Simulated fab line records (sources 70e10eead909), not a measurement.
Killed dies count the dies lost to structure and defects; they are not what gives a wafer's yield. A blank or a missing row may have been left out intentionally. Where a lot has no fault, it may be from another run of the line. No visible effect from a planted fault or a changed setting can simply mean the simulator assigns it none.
A struck lot beside a sound one | flow nandHarc | 22 steps out of a route of 1159
Sound: these wafers, L935.1, L935.3, L935.6. Struck: wafer L943.2 (L943.4, L943.5, from the same lot, were not struck and are left out); the cause is given at the end.
Per side, at each step with rows, come the tool, then ch with its chambers, and then its first start. Under that, the readings that differ: sound wafers | struck wafers | difference of the means | sigmas: that difference in standard deviations of wafers without a fault.
alike: words and numbers the same on both sides, and readings whose means are apart by under 2 such deviations; not compared: readings that were withheld, readings missing a value for some wafer, numbers with overlapping values and no deviation given by the record, and bounds like >300 which may hide the same value.
The two part at a step that has a row with sigmas, a row that says differs or no value, or rows on one side only. Non-overlapping numbers with no deviation appear without sigmas and do not part them. A reading missing from all wafers of one side parts the sides only when that side holds two or more wafers.

NHARC_A_CONTACT_CMP_20: polishes, t overpolish 30 s, target thk 300 nm.
  sound on cmp-01 ch 2,3, day 17 22:04; struck on cmp-01 ch 2, day 20 04:16
  alike: motorCurrentA, overpolishRunS, timeToEndpointS
then, 1 step without rows for these wafers: NHARC_A_CONTACT_SRD_22.
NHARC_A_CONTACT_INSPECT_23:
  sound on defectInspect-02, day 17 22:28; struck on defectInspect-02, day 20 04:39
  alike: rawDefectCount
then, 8 steps without rows for these wafers: NHARC_A_BLC_DEHYDRATE_00 (time 120 s); NHARC_A_BLC_HMDS_01 (time 30 s); NHARC_A_BLC_COAT_02 (time 75 s); NHARC_A_BLC_COAT_03 (time 65 s); NHARC_A_BLC_COAT_04 (resist thk 90 nm); NHARC_A_BLC_SOFTBAKE_05 (time 55 s); NHARC_A_BLC_EBR_06; NHARC_A_BLC_EXPOSE_07 (exposes mask A BLC, target cd 100 nm).
NHARC_A_BLC_PEB_08: peb time 65 s.
  sound on lithoTrack-06 ch 0, day 17 22:53; struck on lithoTrack-06 ch 0, day 20 05:05
reading               | sound             | struck | difference | sigmas
heaterPowerTotalW (W) | 156.3 156.3 156.3 | 157.2  | +0.9       | +2
then, 1 step without rows for these wafers: NHARC_A_BLC_DEVELOP_09 (develop time 35 s).
NHARC_A_BLC_CD_MEAS_10: target cd 100 nm.
  sound on cdSem-02 ch 0, day 17 22:58; struck on cdSem-02 ch 0, day 20 05:10
reading   | sound           | struck | difference | sigmas
cdNm (nm) | 100.0 99.8 99.7 | 107.5  | +7.7       | +16
NHARC_A_BLC_OVL_MEAS_11:
  sound on overlay-02, day 17 23:04; struck on overlay-02, day 20 05:14
  alike: overlayXNm, overlayYNm
NHARC_A_BLC_INSPECT_12:
  sound on defectInspect-01, day 17 23:06; struck on defectInspect-01, day 20 05:17
  alike: rawDefectCount
NHARC_A_BLC_DESCUM_15: chemistry O2, time 3 s.
  sound on rieDiel-09 ch 0,1,3, day 17 23:10; struck on rieDiel-09 ch 1, day 20 05:22
reading               | sound             | struck | difference | sigmas
model.A_BLC.cdNm (nm) | 99.11 99.19 99.45 | 106.7  | +7.5       | 
  alike: drypumpMotorCurrentA, oesProductAu, rfVppV, showerheadPlenumPTorr, throttleValvePct
  not compared: rfHoursCounterH
NHARC_A_BLC_ETCH_16: etches the open film in CF4, target depth 39 nm, time 65 s.
  sound on rieDiel-09 ch 0,1,3, day 17 23:14; struck on rieDiel-09 ch 1, day 20 05:26
  alike: drypumpMotorCurrentA, oesProductAu, rfVppV, showerheadPlenumPTorr, throttleValvePct
  not compared: rfHoursCounterH
NHARC_A_BLC_ETCH_17: etches the open film in N2/H2, target depth 390 nm, time 609.38 s.
  sound on rieDiel-09 ch 1,2; struck on rieDiel-09 ch 1
reading              | sound                | struck | difference | sigmas
throttleValvePct (%) | 14.176 14.160 14.156 | 14.188 | +0.024     | +2
  alike: drypumpMotorCurrentA, oesProductAu, rfVppV, showerheadPlenumPTorr
  not compared: rfHoursCounterH
NHARC_A_BLC_ETCH_18: etches the open film in C4F8/O2/Ar, target depth 910 nm.
  sound on rieDiel-09 ch 0,1,2; struck on rieDiel-09 ch 0
reading               | sound             | struck | difference | sigmas
model.A_BLC.cdNm (nm) | 98.02 96.31 99.16 | 103    | +5         | 
  alike: oesProductAu, rfVppV
  not compared: rfHoursCounterH
NHARC_A_BLC_CD_MEAS_19:
  sound on cdSem-02, day 18 00:08; struck on cdSem-01, day 20 06:20
reading   | sound          | struck | difference | sigmas
cdNm (nm) | 97.9 96.4 99.2 | 103.0  | +5.2       | +2
-- record jumps: 2 days between struck wafers' starts before vs after; left off in module A_BLC, resumes in module END, first step shown is number 1159 of the route --
NHARC_END_SORT_01:
  only the struck wafers appear in the record here, on prober-01 ch 0 at day 22 11:26; the sound ones have no rows

== WHERE THEY PART ==
Last at NHARC_END_SORT_01 as far as this record goes, first at NHARC_A_BLC_PEB_08.

WHY: whatever the simulator had introduced
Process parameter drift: lithoTrack-06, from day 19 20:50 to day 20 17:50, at NHARC_A_BLC_PEB_08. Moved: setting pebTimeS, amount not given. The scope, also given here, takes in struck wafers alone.
